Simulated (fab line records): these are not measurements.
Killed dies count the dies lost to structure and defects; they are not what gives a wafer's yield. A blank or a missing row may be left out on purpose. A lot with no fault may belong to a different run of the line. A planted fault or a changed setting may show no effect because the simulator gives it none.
Chamber matching :: flow nand-harc :: NHARC_A_SLIT_ETCH_29 on rie-diel-02 has 4 sister chambers
The step etches the open film in CF4/O2, target depth 100 nm, overetch 10 nm, time 55 s. 14 wafers are shown with their chamber, then 6 later ones without.

WAFERS PAIRED WITH THEIR CHAMBERS
wafer: L559.2
chamber: 1
showerhead-plenum-p-Torr (Torr): 1.36
oes-product-au (a.u.): 0.996
rf-vpp-V (V): 197.4

wafer: L559.3
chamber: 3
showerhead-plenum-p-Torr (Torr): 1.36
oes-product-au (a.u.): 0.981
rf-vpp-V (V): 197.7

wafer: L559.6
chamber: 3
showerhead-plenum-p-Torr (Torr): 1.36
oes-product-au (a.u.): 0.970
rf-vpp-V (V): 198.1

wafer: L562.2
chamber: 3
showerhead-plenum-p-Torr (Torr): 1.36
oes-product-au (a.u.): 0.991
rf-vpp-V (V): 198.9

wafer: L562.3
chamber: 1
showerhead-plenum-p-Torr (Torr): 1.36
oes-product-au (a.u.): 1.008
rf-vpp-V (V): 196.7

wafer: L562.6
chamber: 0
showerhead-plenum-p-Torr (Torr): 1.36
oes-product-au (a.u.): 1.018
rf-vpp-V (V): 199.1

wafer: L566.1
chamber: 3
showerhead-plenum-p-Torr (Torr): 1.36
oes-product-au (a.u.): 0.985
rf-vpp-V (V): 197.4

wafer: L566.3
chamber: 0
showerhead-plenum-p-Torr (Torr): 1.36
oes-product-au (a.u.): 1.010
rf-vpp-V (V): 197.4

wafer: L566.6
chamber: 3
showerhead-plenum-p-Torr (Torr): 1.36
oes-product-au (a.u.): 1.000
rf-vpp-V (V): 198.5

wafer: L571.1
chamber: 3
showerhead-plenum-p-Torr (Torr): 1.36
oes-product-au (a.u.): 0.989
rf-vpp-V (V): 199.0

wafer: L571.5
chamber: 2
showerhead-plenum-p-Torr (Torr): 1.32
oes-product-au (a.u.): 1.002
rf-vpp-V (V): 197.6

wafer: L574.1
chamber: 0
showerhead-plenum-p-Torr (Torr): 1.36
oes-product-au (a.u.): 0.998
rf-vpp-V (V): 197.0

wafer: L574.5
chamber: 0
showerhead-plenum-p-Torr (Torr): 1.35
oes-product-au (a.u.): 0.996
rf-vpp-V (V): 199.5

wafer: L574.6
chamber: 3
showerhead-plenum-p-Torr (Torr): 1.36
oes-product-au (a.u.): 0.986
rf-vpp-V (V): 198.4

SIGNATURES (averages over the wafers above)
reading: showerhead-plenum-p-Torr
chamber 0: 1.3575
chamber 1: 1.3600
chamber 2: 1.3200
chamber 3: 1.3600
scatter within a chamber: 0.00274

reading: oes-product-au
chamber 0: 1.00550
chamber 1: 1.00200
chamber 2: 1.00200
chamber 3: 0.98600
scatter within a chamber: 0.00952

reading: rf-vpp-V
chamber 0: 198.250
chamber 1: 197.050
chamber 2: 197.600
chamber 3: 198.286
scatter within a chamber: 0.832
Rule: for a wafer and a chamber, the distance is found by dividing, reading by reading, the gap between the wafer's reading and the chamber's mean by the reading's scatter, squaring, summing and taking the root. If the next closest chamber is less than 2 further off than the closest, the wafer can't be placed; otherwise it belongs to the closest. The scatter: take each reading less its chamber's mean, square it, sum over the shown wafers, divide by the number of wafers less the number of chambers, and take the root.

WAFERS WITH NO CHAMBER GIVEN
wafer: L581.2
showerhead-plenum-p-Torr (Torr): 1.32
oes-product-au (a.u.): 0.993
rf-vpp-V (V): 197.5

wafer: L581.4
showerhead-plenum-p-Torr (Torr): 1.35
oes-product-au (a.u.): 1.010
rf-vpp-V (V): 196.9

wafer: L581.6
showerhead-plenum-p-Torr (Torr): 1.36
oes-product-au (a.u.): 0.995
rf-vpp-V (V): 198.3

wafer: L580.1
showerhead-plenum-p-Torr (Torr): 1.36
oes-product-au (a.u.): 0.999
rf-vpp-V (V): 199.7

wafer: L580.2
showerhead-plenum-p-Torr (Torr): 1.35
oes-product-au (a.u.): 1.025
rf-vpp-V (V): 198.5

wafer: L580.4
showerhead-plenum-p-Torr (Torr): 1.32
oes-product-au (a.u.): 0.992
rf-vpp-V (V): 198.5

EACH ONE'S CHAMBER
wafer: L581.2
from the rows above: 2
in truth: 2

wafer: L581.4
from the rows above: can't be placed: 0 or 1 or 3
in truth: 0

wafer: L581.6
from the rows above: can't be placed: 3 or 0 or 1
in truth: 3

wafer: L580.1
from the rows above: can't be placed: 0 or 3 or 1
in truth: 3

wafer: L580.2
from the rows above: can't be placed: 0 or 1
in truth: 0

wafer: L580.4
from the rows above: 2
in truth: 2
2 of 6 placed correctly. Can't be placed from these rows: 4 (the true chamber is among the candidates in 4). Number placed wrongly: 0.
